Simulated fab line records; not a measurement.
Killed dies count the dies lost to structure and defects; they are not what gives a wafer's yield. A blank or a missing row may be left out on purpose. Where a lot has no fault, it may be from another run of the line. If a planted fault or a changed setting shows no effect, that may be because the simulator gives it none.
Struck lot and sound lot, side by side | flow n5_finfet | 38 steps out of a route of 1938
Sound: wafers L235.1, L235.4, L235.6. Struck: wafers L237.1, L237.2. (L237.5 of the same lot was not struck and is left out.) The cause comes at the end.
Order at every step that has rows: each side's tool, ch and its chambers, its first start. Under that, the readings that differ: sound wafers | struck wafers | difference of the means | sigmas: that difference in standard deviations of wafers without a fault.
alike: readings with means less than 2 such deviations apart, plus words and numbers identical on both sides. not compared: withheld readings, readings lacking a value on some wafer, bounds such as >300 that could conceal the same value, and numbers that have no deviation in the record and whose values overlap.
The two part at a step that has a row with sigmas, a row that says differs or no value, or rows on one side only. Numbers that don't overlap but have no deviation are shown without sigmas and don't part them. A reading missing from all wafers of one side parts the sides only when that side holds two or more wafers.

first, 8 steps without rows for these wafers: N5_BEOL_M1_ECD_50 (material Cu, target thk 300 nm); N5_BEOL_M1_ANNEAL_51 (time 90 s); N5_BEOL_M1_CMP_52 (polishes, stops on SiOC, t overpolish 6.8 s, target thk 40 nm); N5_BEOL_M1_PRE_CLEAN_60 (time 15 s); N5_BEOL_M1_CO_CAP_55 (material Co, precursor CCTBA/H2, target thk 2 nm, time 102.1 s); N5_BEOL_M1_PRE_CLEAN_56 (time 15 s); N5_BEOL_M1_DEP_57 (deposits SiCN from 3MS/NH3, target thk 8 nm, time 14 s); N5_BEOL_M2_ILD_DEP_00 (deposits SiOC from DEMS/O2, target thk 79 nm, time 15.3 s).
N5_BEOL_M2_PECVD_72: deposits SiO2 from TEOS/O2, target thk 16 nm, time 18 s.
  sound on pecvd-04 ch 0,1, day 8 21:15; struck on pecvd-04 ch 0,1, day 9 15:04
  reading                                    | sound        | struck    | difference | sigmas
  model.SiO2_of_BEOL_M2_PECVD_72.thk_nm (nm) | 16 16.2 16.2 | 12.2 12.4 | -3.8       |
  alike: heater_power_w, showerhead_plenum_p_Torr, throttle_valve_pct
then, 25 steps without rows for these wafers: N5_BEOL_M2_HM_DEP_02 (deposits TiN, target thk 20 nm); N5_BEOL_M2_COAT_61 (time 60 s, resist thk 60 nm); N5_BEOL_M2_COAT_62 (time 60 s, resist thk 12 nm); N5_BEOL_M2_COAT_73 (time 60 s, resist thk 5 nm); N5_BEOL_M2_COAT_05 (resist thk 30 nm); N5_BEOL_M2_EBR_07; N5_BEOL_M2_SOFTBAKE_06 (time 60 s); N5_BEOL_M2_EXPOSE_08 (exposes mask M2); N5_BEOL_M2_PEB_09 (peb time 60 s); N5_BEOL_M2_DEVELOP_10 (develop time 30 s); N5_BEOL_M2_DESCUM_16 (chemistry O2, time 7 s); N5_BEOL_M2_ETCH_74 (etches underlayer in N2/H2, target depth 6.5 nm, time 5.2 s); N5_BEOL_M2_ETCH_63 (etches SiARC in CF4, target depth 15.6 nm, time 26 s); N5_BEOL_M2_ETCH_64 (etches SOC in N2/H2, target depth 75 nm, overetch 22.5 nm, time 121.9 s); N5_BEOL_M2_STRIP_65 (strips in N2/H2); N5_BEOL_M2_STRIP_75 (strips in N2/H2); N5_BEOL_M2_STRIP_66 (strips in CF4); N5_BEOL_M2_HM_OPEN_17 (chemistry Cl2/BCl3, target TiN, target depth 20 nm, overetch 6 nm); N5_BEOL_M2_STRIP_19 (strips in O2); N5_BEOL_M2_COAT_67 (time 60 s, resist thk 60 nm); N5_BEOL_M2_COAT_68 (time 60 s, resist thk 12 nm); N5_BEOL_M2_COAT_76 (time 60 s, resist thk 5 nm); N5_BEOL_M2_COAT_22 (resist thk 30 nm); N5_BEOL_M2_EBR_24; N5_BEOL_M2_SOFTBAKE_23 (time 60 s).
N5_BEOL_M2_HM_STRIP_39: strips TiN in peroxide tin strip, target depth 25 nm, time 158 s.
  sound on wet_bench-04 ch 4,6,7, day 9 02:14; struck on wet_bench-05 ch 3,6, day 9 20:32
  reading                                    | sound      | struck  | difference | sigmas
  model.SiO2_of_BEOL_M2_PECVD_72.thk_nm (nm) | 15.8 16 16 | 12 12.2 | -4         |
N5_BEOL_M2_CMP_52: polishes, stops on SiOC, t overpolish 6.8 s, target thk 40 nm.
  sound on cmp-03 ch 0,2,3, day 9 05:51; struck on cmp-02 ch 1,3, day 10 00:10
  reading                      | sound          | struck    | difference | sigmas
  barrier_field_endpoint_s (s) | 25.3 25.7 25.3 | 19.7 20.7 | -5.2       | -7
  alike: motor_current_A, platen_rpm, retaining_ring_pressure_frac
N5_BEOL_M4_RC_MEAS_101:
  sound on prober-01 ch 0, day 10 03:45; struck on prober-02 ch 0, day 11 03:17
  alike: DIBL_N, DIBL_P, IOFF_N, IOFF_P, ION_N, ION_P, SS_N, SS_P, VT_N, VT_P
-- the record jumps here: 4 days lie between the struck wafers' starts before and after (it left off in module BEOL_M4 and takes up again in module PASSIVATION, whose first step shown is number 1936 of the route) --
N5_PASSIVATION_PROBE_49:
  sound on prober-01 at day 14 06:51; struck on prober-02 at day 15 09:59
  alike: defect_limited_yield, killed_at_M0_to_M3, killed_at_M4_up, killed_at_contacts, killed_at_front_end, killed_at_other, killed_dies, killed_open, killed_short, sort_bin_5_function, sort_bin_6_memory, sort_bin_8_speed, sort_n_pass, sort_yield_pct

== WHERE THEY PART ==
At N5_BEOL_M2_CMP_52 and nowhere else, as far as this record goes. Later steps at which nothing parts them and some readings are alike: N5_BEOL_M4_RC_MEAS_101, N5_PASSIVATION_PROBE_49.

WHY: whatever the simulator had introduced
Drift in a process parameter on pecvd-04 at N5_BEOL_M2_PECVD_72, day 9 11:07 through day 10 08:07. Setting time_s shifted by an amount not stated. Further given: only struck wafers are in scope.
